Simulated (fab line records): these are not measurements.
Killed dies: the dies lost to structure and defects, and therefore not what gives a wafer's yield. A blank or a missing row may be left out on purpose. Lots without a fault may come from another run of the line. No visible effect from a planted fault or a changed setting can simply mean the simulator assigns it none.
8D (eight disciplines) problem report, filled in by code    flow nandHarc    the parts of the form that need people (team, actions taken, sign-off) are left out

== 1. PROBLEM STATEMENT ==
At NHARC_A_CHANNEL_HOLE_D1_INSPECT_40, rawDefectCount averages 1141 over 3 wafers from 2 lots, while fault-free wafers read 56, standard deviation 15. That is +72 standard deviations from the usual mean.
The first sign was on wafer L264.6 at day 12 05:55, on defectInspect-01. The record holds 33 wafers of 11 lots with a number at this step. Rule for "out", or "out of limits": more than 4 standard deviations from the usual mean. The other wafers with a number count as sound.

== 2. WHAT THIS IS AND IS NOT ==
question                     is                      is not
which readings at this step  rawDefectCount          -
which lots                   L264, L267              L250, L252, L254, L256, L257, L258, L259, L260, L269
which wafers of those lots   L264.6, L267.3, L267.6  L264.1, L264.3, L267.5
read on which gauges         defectInspect-01        defectInspect-02
when                         from day 12 05:55       up to then (26 sound wafers); but 4 sound wafers of L267, L269 came after

== 3. THE SUSPECTS, EACH WITH WHAT RULES IT OUT ==
Counting: if a tool at a process step up to the reading ran every lot that is out, it stays a suspect. Sound lots after the first of them don't rule it out here, since some wafers of a struck lot are sound.
- the gauge at NHARC_A_CHANNEL_HOLE_D1_INSPECT_40 is ruled out. All the wafers that are out were read on defectInspect-01, but those of them that NHARC_END_SORT_01 has rows for are out there too, on other tools.
- harEtch-02 at NHARC_A_CHANNEL_HOLE_D1_ETCH_19 (etches the open film in C4F8/O2/Ar, time 34.5 s): kept. Every lot that is out went through it, the first being L264 (day 11 23:43); the last sound lot it ran before that was L259 (day 10 19:23).
- harEtch-02 at NHARC_A_CHANNEL_HOLE_D1_ETCH_25 (etches the open film in C4F8/O2/Ar, time 1040.2 s, target depth 1500 nm): kept. Every lot that is out went through it, the first being L264 (day 12 02:36); the last sound lot it ran before that was L259 (day 10 22:18).
- Within harEtch-02 at NHARC_A_CHANNEL_HOLE_D1_ETCH_19: the wafers that are out ran in chamber 0; their sound lot-mates ran in chamber 1.
- Within harEtch-02 at NHARC_A_CHANNEL_HOLE_D1_ETCH_25: the wafers that are out ran in chamber 0; their sound lot-mates ran in chamber 1.
The count leaves harEtch-02 at NHARC_A_CHANNEL_HOLE_D1_ETCH_25 and harEtch-02 at NHARC_A_CHANNEL_HOLE_D1_ETCH_19.

== 4. THE CAUSE (what the simulator had put in) ==
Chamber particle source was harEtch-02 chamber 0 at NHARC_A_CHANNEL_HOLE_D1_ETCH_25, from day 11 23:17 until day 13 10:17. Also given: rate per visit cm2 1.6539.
Counting leaves 2 suspects; this tool is one of them.

== 5. THE EFFECT CHAIN, in route order ==
Each row: a reading where the mean over the struck wafers with a number is more than 3 standard deviations away from the usual. Only readings for which the record gives a usual standard deviation are gone through. hours: the time from each lot's start at the first step in this table that gives one to its start at this step, as a median over the lots. sigmas: the change in usual standard deviations.
hours  step                                reading         usual  on struck wafers  change  sigmas
0      NHARC_A_CHANNEL_HOLE_D1_INSPECT_40  rawDefectCount  56     1141              +1085   +72
264    NHARC_END_SORT_01                   killedAtArray   28     108               +80     +8.0
264    NHARC_END_SORT_01                   killedDies      32     111               +79     +7.2

== 6. HOW IT WOULD HAVE BEEN CAUGHT EARLIER ==
7 hours passed between the start of the fault at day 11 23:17 and the first reading out of limits at a measuring or inspecting step in this record, taken at day 12 05:55.
An alarm limit of 4 standard deviations would not have fired on the tool readings at NHARC_A_CHANNEL_HOLE_D1_ETCH_25 for which the record gives a usual standard deviation, since none of them was out on any struck wafer.
Among the 2 lots that are out, L267 began NHARC_A_CHANNEL_HOLE_D1_ETCH_25 on harEtch-02 after day 12 05:55. Holding the tool at that time would have saved it.
